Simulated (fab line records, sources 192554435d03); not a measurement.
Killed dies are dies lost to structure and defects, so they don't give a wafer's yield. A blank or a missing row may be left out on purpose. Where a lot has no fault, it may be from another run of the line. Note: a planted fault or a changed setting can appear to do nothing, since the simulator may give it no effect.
One fault seen from 2 desks ; flow n5_finfet ; what lay behind the numbers comes last; until then each desk has only its own

AT THE TOOL OWNER'S DESK: litho_track-04
The tool's own readings at N5_BEOL_M0_CUTY_COAT_51 (resist thk 150 nm): means of the sampled wafers that have a number, for each lot that ran on this tool. If a lot's mean is further than 4 standard deviations from the usual mean, the lot is out of limits and carries the mark OUT (the distance appears in the brackets).
Columns: A = spin_speed_rpm at N5_BEOL_M0_CUTY_COAT_51, usual 1500.1 rpm
lot;first seen here;A
L392;day 6 08:47;1501.0
L400;day 8 04:07;1570.4 (+64) OUT
L402;day 8 21:28;1571.4 (+65) OUT
This desk's verdict: out of limits on L400, L402, starting with L400 at day 8 04:07 (spin_speed_rpm at N5_BEOL_M0_CUTY_COAT_51). L392 stayed within limits.

AT THE METROLOGY DESK
Means of the sampled wafers that have a number, per lot and without regard to the tool the lot ran on: this is what the gauges read. If a lot's mean is further than 4 standard deviations from the usual mean, the lot is out of limits and carries the mark OUT (the distance appears in the brackets). Readings shown: 7 of its 10, picked as those furthest out on some lot.
Columns: A = DIBL_N at N5_BEOL_M4_RC_MEAS_101, usual 36.6 mV/V; B = DIBL_P at N5_BEOL_M4_RC_MEAS_101, usual 36.7 mV/V; C = IOFF_N at N5_BEOL_M4_RC_MEAS_101, usual 0.16 nA/um; D = IOFF_P at N5_BEOL_M4_RC_MEAS_101, usual 0.22 nA/um; E = ION_P at N5_BEOL_M4_RC_MEAS_101, usual 463 uA/um; F = SS_N at N5_BEOL_M4_RC_MEAS_101, usual 71.7 mV/dec; G = VT_P at N5_BEOL_M4_RC_MEAS_101, usual -249 mV
lot;first seen here;A;B;C;D;E;F;G
L392;day 8 05:46;36.5;36.2;0.14;0.20;462;71.7;-251
L400;day 10 03:23;38.3;38.6;0.20;0.29;470;71.9;-244
L402;day 10 23:19;39.8;38.9;0.21;0.27;465;72.7;-249
L409;day 13 08:59;36.6;37.6;0.17;0.26;470;71.5;-246
This desk's finding: nothing out of limits on any of the 4 lots.

ALL TOGETHER
On L400, L402, at day 8 04:07, an alarm was possible from the tool owner's desk.
The metrology desk saw nothing out of limits.
The metrology desk holds a record of L400, L402, inside its limits.
N5_BEOL_M0_CUTY_COAT_51 was run on litho_track-04 by each of the lots named.

WHAT THE SIMULATOR PUT IN
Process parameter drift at N5_BEOL_M0_CUTY_COAT_51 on litho_track-04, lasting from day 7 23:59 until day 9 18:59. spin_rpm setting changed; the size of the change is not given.
Shown lots that were struck: L400, L402.
How many hours passed from the start of the fault until each desk's first out-of-limits reading: the tool owner's desk, 4.
